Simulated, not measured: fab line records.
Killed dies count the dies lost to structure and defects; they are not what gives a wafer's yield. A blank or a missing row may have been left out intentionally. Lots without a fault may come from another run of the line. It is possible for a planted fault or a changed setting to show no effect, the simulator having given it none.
Matching of chambers	flow n5Finfet	N5_BEOL_M4_PRE_CLEAN_60 on cvdCo-02: 3 sister chambers
The step time 15 s. 3 wafers are shown with their chamber, then 12 later ones without.

## WAFERS PAIRED WITH THEIR CHAMBERS
wafer	chamber	heaterPowerW (W)
L092.4	0	80
L092.5	1	78
L092.6	2	93

## WAFERS MISSING THEIR CHAMBER
wafer	heaterPowerW (W)
L093.2	94
L093.4	95
L093.5	81
L094.2	79
L094.4	98
L094.6	80
L097.4	96
L097.5	95
L097.6	81
L096.2	82
L096.4	78
L096.6	79

## CHAMBER TAKEN BY EACH
wafer	from the rows above	in truth
L093.2	2	2
L093.4	2	2
L093.5	can't be placed: 0 or 1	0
L094.2	can't be placed: 0 or 1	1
L094.4	2	2
L094.6	can't be placed: 0 or 1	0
L097.4	2	2
L097.5	2	2
L097.6	can't be placed: 0 or 1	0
L096.2	can't be placed: 0 or 1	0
L096.4	can't be placed: 1 or 0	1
L096.6	can't be placed: 0 or 1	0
5 of 12 placed correctly. These rows do not allow placing 7 (true chamber among the candidates in 7). 0 placed wrongly.
How it was worked out, from the rows above alone: a wafer's distance from a chamber is the root of the sum, over the readings, of the square of ((its reading less the chamber's mean) divided by the reading's scatter). The wafer belongs to the nearest chamber; if the next one is less than 2 further off, it can't be placed. Each chamber's mean is taken over the wafers shown for it. The scatter: root of mean squared gap, hidden wafer to nearest shown wafer, with one shown wafer a chamber.
